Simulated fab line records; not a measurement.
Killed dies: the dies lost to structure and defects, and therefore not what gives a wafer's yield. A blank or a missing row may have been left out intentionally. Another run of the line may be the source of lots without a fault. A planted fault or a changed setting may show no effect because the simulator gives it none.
Chamber matching | flow n5-finfet | rie-diel-04 running N5_BEOL_M4_STRIP_66: 4 sister chambers
The step strips in CF4. 30 wafers are shown with their chamber, then 12 later ones without.

WAFERS PAIRED WITH THEIR CHAMBERS
wafer  | chamber | drypump-motor-current-A (A) | showerhead-plenum-p-Torr (Torr) | throttle-valve-pct (%)
L076.2 | 1       | 5.4                         | 1.81                            | 13.50
L076.5 | 1       | 5.4                         | 1.81                            | 13.52
L076.6 | 0       | 6.1                         | 1.74                            | 13.56
L077.2 | 3       | 5.6                         | 1.80                            | 13.97
L077.5 | 0       | 6.1                         | 1.74                            | 13.56
L077.6 | 3       | 5.7                         | 1.80                            | 13.96
L083.4 | 3       | 5.6                         | 1.80                            | 13.98
L083.5 | 3       | 5.6                         | 1.80                            | 13.99
L083.6 | 2       | 6.3                         | 1.71                            | 13.62
L082.1 | 3       | 5.7                         | 1.80                            | 13.98
L082.2 | 2       | 6.4                         | 1.71                            | 13.62
L082.4 | 1       | 5.4                         | 1.81                            | 13.53
L086.1 | 3       | 5.6                         | 1.79                            | 14.01
L086.2 | 1       | 5.4                         | 1.81                            | 13.56
L086.3 | 2       | 6.4                         | 1.71                            | 13.65
L086.4 | 0       | 6.1                         | 1.74                            | 13.60
L086.5 | 3       | 5.6                         | 1.79                            | 14.01
L086.6 | 2       | 6.4                         | 1.71                            | 13.63
L087.2 | 0       | 6.1                         | 1.74                            | 13.60
L087.3 | 1       | 5.3                         | 1.81                            | 13.55
L087.6 | 2       | 6.4                         | 1.70                            | 13.65
L088.1 | 0       | 6.1                         | 1.74                            | 13.62
L088.2 | 1       | 5.4                         | 1.81                            | 13.58
L088.4 | 2       | 6.4                         | 1.70                            | 13.66
L091.1 | 3       | 5.6                         | 1.79                            | 14.02
L091.3 | 1       | 5.4                         | 1.80                            | 13.57
L091.4 | 2       | 6.4                         | 1.70                            | 13.65
L089.1 | 1       | 5.4                         | 1.80                            | 13.57
L089.4 | 2       | 6.4                         | 1.70                            | 13.66
L089.6 | 3       | 5.7                         | 1.79                            | 14.04

SIGNATURES (means of the wafers above)
reading                  | chamber 0 | chamber 1 | chamber 2 | chamber 3 | scatter within a chamber
drypump-motor-current-A  | 6.100     | 5.388     | 6.388     | 5.633     | 0.038
showerhead-plenum-p-Torr | 1.7400    | 1.8075    | 1.7050    | 1.7956    | 0.00469
throttle-valve-pct       | 13.5880   | 13.5475   | 13.6425   | 13.9956   | 0.0247
Rule: for a wafer and a chamber, the distance is found by dividing, reading by reading, the gap between the wafer's reading and the chamber's mean by the reading's scatter, squaring, summing and taking the root. The wafer belongs to the nearest chamber; if the next one is less than 2 further off, it can't be placed. The scatter is the square root of a quotient: the sum, over the shown wafers, of each reading's squared deviation from its chamber's mean, divided by wafers minus chambers.

WAFERS WHOSE CHAMBER IS MISSING
wafer  | drypump-motor-current-A (A) | showerhead-plenum-p-Torr (Torr) | throttle-valve-pct (%)
L094.2 | 6.2                         | 1.73                            | 13.64
L094.3 | 5.6                         | 1.79                            | 14.04
L094.5 | 6.2                         | 1.73                            | 13.65
L096.1 | 5.4                         | 1.80                            | 13.61
L096.2 | 5.6                         | 1.79                            | 14.08
L096.3 | 6.1                         | 1.73                            | 13.66
L096.4 | 6.4                         | 1.70                            | 13.68
L096.5 | 6.2                         | 1.73                            | 13.66
L096.6 | 5.7                         | 1.79                            | 14.06
L097.2 | 6.1                         | 1.73                            | 13.64
L097.3 | 6.4                         | 1.70                            | 13.70
L097.6 | 5.6                         | 1.79                            | 14.07

CHAMBER TAKEN BY EACH
wafer  | from the rows above | in truth
L094.2 | 0                   | 0
L094.3 | 3                   | 3
L094.5 | 0                   | 0
L096.1 | 1                   | 1
L096.2 | 3                   | 3
L096.3 | 0                   | 0
L096.4 | 2                   | 2
L096.5 | 0                   | 0
L096.6 | 3                   | 3
L097.2 | 0                   | 0
L097.3 | 2                   | 2
L097.6 | 3                   | 3
Correctly placed: 12 of 12. Left unplaced by these rows: 0. Number placed wrongly: 0.
